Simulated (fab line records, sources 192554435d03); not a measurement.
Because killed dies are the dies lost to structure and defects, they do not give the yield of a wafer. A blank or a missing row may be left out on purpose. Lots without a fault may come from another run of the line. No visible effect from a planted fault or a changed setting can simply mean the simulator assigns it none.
Chamber matching || flow n5 finfet || 4 sister chambers for N5_BEOL_M7_VIA_ETCH_34 on rie diel-06
The step etches SiCOH lowk in C4F6/O2, target depth 125.5 nm, time 50.5 s. 20 wafers are shown with their chamber, then 10 later ones without.

== WAFERS WITH THEIR CHAMBER ==
{"wafer": "L080.1", "chamber": 3, "showerhead plenum p Torr (Torr)": 2.71, "rf vpp V (V)": 668, "drypump motor current A (A)": 5.89}
{"wafer": "L080.2", "chamber": 1, "showerhead plenum p Torr (Torr)": 2.68, "rf vpp V (V)": 644, "drypump motor current A (A)": 5.66}
{"wafer": "L080.6", "chamber": 3, "showerhead plenum p Torr (Torr)": 2.71, "rf vpp V (V)": 669, "drypump motor current A (A)": 5.88}
{"wafer": "L083.2", "chamber": 1, "showerhead plenum p Torr (Torr)": 2.68, "rf vpp V (V)": 645, "drypump motor current A (A)": 5.68}
{"wafer": "L083.3", "chamber": 2, "showerhead plenum p Torr (Torr)": 3.06, "rf vpp V (V)": 677, "drypump motor current A (A)": 5.34}
{"wafer": "L083.4", "chamber": 3, "showerhead plenum p Torr (Torr)": 2.70, "rf vpp V (V)": 669, "drypump motor current A (A)": 5.88}
{"wafer": "L086.1", "chamber": 2, "showerhead plenum p Torr (Torr)": 3.05, "rf vpp V (V)": 679, "drypump motor current A (A)": 5.35}
{"wafer": "L086.3", "chamber": 0, "showerhead plenum p Torr (Torr)": 2.75, "rf vpp V (V)": 670, "drypump motor current A (A)": 5.56}
{"wafer": "L086.5", "chamber": 2, "showerhead plenum p Torr (Torr)": 3.05, "rf vpp V (V)": 679, "drypump motor current A (A)": 5.36}
{"wafer": "L084.4", "chamber": 3, "showerhead plenum p Torr (Torr)": 2.70, "rf vpp V (V)": 668, "drypump motor current A (A)": 5.92}
{"wafer": "L084.5", "chamber": 1, "showerhead plenum p Torr (Torr)": 2.67, "rf vpp V (V)": 644, "drypump motor current A (A)": 5.65}
{"wafer": "L084.6", "chamber": 2, "showerhead plenum p Torr (Torr)": 3.05, "rf vpp V (V)": 677, "drypump motor current A (A)": 5.35}
{"wafer": "L087.3", "chamber": 3, "showerhead plenum p Torr (Torr)": 2.70, "rf vpp V (V)": 666, "drypump motor current A (A)": 5.87}
{"wafer": "L087.4", "chamber": 1, "showerhead plenum p Torr (Torr)": 2.67, "rf vpp V (V)": 644, "drypump motor current A (A)": 5.63}
{"wafer": "L087.6", "chamber": 2, "showerhead plenum p Torr (Torr)": 3.05, "rf vpp V (V)": 679, "drypump motor current A (A)": 5.34}
{"wafer": "L091.4", "chamber": 0, "showerhead plenum p Torr (Torr)": 2.74, "rf vpp V (V)": 671, "drypump motor current A (A)": 5.56}
{"wafer": "L091.5", "chamber": 2, "showerhead plenum p Torr (Torr)": 3.05, "rf vpp V (V)": 680, "drypump motor current A (A)": 5.32}
{"wafer": "L091.6", "chamber": 1, "showerhead plenum p Torr (Torr)": 2.67, "rf vpp V (V)": 643, "drypump motor current A (A)": 5.67}
{"wafer": "L093.1", "chamber": 2, "showerhead plenum p Torr (Torr)": 3.05, "rf vpp V (V)": 677, "drypump motor current A (A)": 5.33}
{"wafer": "L093.2", "chamber": 3, "showerhead plenum p Torr (Torr)": 2.70, "rf vpp V (V)": 668, "drypump motor current A (A)": 5.85}

SIGNATURES (averages over the wafers above)
{"reading": "showerhead plenum p Torr", "chamber 0": 2.7450, "chamber 1": 2.6740, "chamber 2": 3.0514, "chamber 3": 2.7033, "scatter within a chamber": 0.00493}
{"reading": "rf vpp V", "chamber 0": 670.50, "chamber 1": 644.00, "chamber 2": 678.29, "chamber 3": 668.00, "scatter within a chamber": 1.06}
{"reading": "drypump motor current A", "chamber 0": 5.5600, "chamber 1": 5.6580, "chamber 2": 5.3414, "chamber 3": 5.8817, "scatter within a chamber": 0.0181}
Rule: a wafer's distance from a chamber is the root of the sum, over the readings, of the square of ((its reading less the chamber's mean) divided by the reading's scatter). If the next closest chamber is less than 2 further off than the closest, the wafer can't be placed; otherwise it belongs to the closest. The scatter: the root of (the sum of the squares of (reading less its chamber's mean) over the shown wafers, divided by (wafers less chambers)).

== WAFERS MISSING THEIR CHAMBER ==
{"wafer": "L093.5", "showerhead plenum p Torr (Torr)": 3.05, "rf vpp V (V)": 677, "drypump motor current A (A)": 5.34}
{"wafer": "L092.1", "showerhead plenum p Torr (Torr)": 2.70, "rf vpp V (V)": 668, "drypump motor current A (A)": 5.86}
{"wafer": "L092.3", "showerhead plenum p Torr (Torr)": 3.05, "rf vpp V (V)": 677, "drypump motor current A (A)": 5.32}
{"wafer": "L092.4", "showerhead plenum p Torr (Torr)": 2.74, "rf vpp V (V)": 671, "drypump motor current A (A)": 5.56}
{"wafer": "L095.4", "showerhead plenum p Torr (Torr)": 2.66, "rf vpp V (V)": 642, "drypump motor current A (A)": 5.63}
{"wafer": "L095.5", "showerhead plenum p Torr (Torr)": 2.66, "rf vpp V (V)": 644, "drypump motor current A (A)": 5.65}
{"wafer": "L095.6", "showerhead plenum p Torr (Torr)": 3.05, "rf vpp V (V)": 680, "drypump motor current A (A)": 5.36}
{"wafer": "L096.3", "showerhead plenum p Torr (Torr)": 2.69, "rf vpp V (V)": 668, "drypump motor current A (A)": 5.88}
{"wafer": "L096.5", "showerhead plenum p Torr (Torr)": 2.69, "rf vpp V (V)": 667, "drypump motor current A (A)": 5.89}
{"wafer": "L096.6", "showerhead plenum p Torr (Torr)": 2.74, "rf vpp V (V)": 671, "drypump motor current A (A)": 5.57}

== CHAMBER TAKEN BY EACH ==
{"wafer": "L093.5", "from the rows above": 2, "in truth": 2}
{"wafer": "L092.1", "from the rows above": 3, "in truth": 3}
{"wafer": "L092.3", "from the rows above": 2, "in truth": 2}
{"wafer": "L092.4", "from the rows above": 0, "in truth": 0}
{"wafer": "L095.4", "from the rows above": 1, "in truth": 1}
{"wafer": "L095.5", "from the rows above": 1, "in truth": 1}
{"wafer": "L095.6", "from the rows above": 2, "in truth": 2}
{"wafer": "L096.3", "from the rows above": 3, "in truth": 3}
{"wafer": "L096.5", "from the rows above": 3, "in truth": 3}
{"wafer": "L096.6", "from the rows above": 0, "in truth": 0}
Placed correctly: 10 of 10. From these rows, 0 cannot be placed. Wrongly placed: 0.
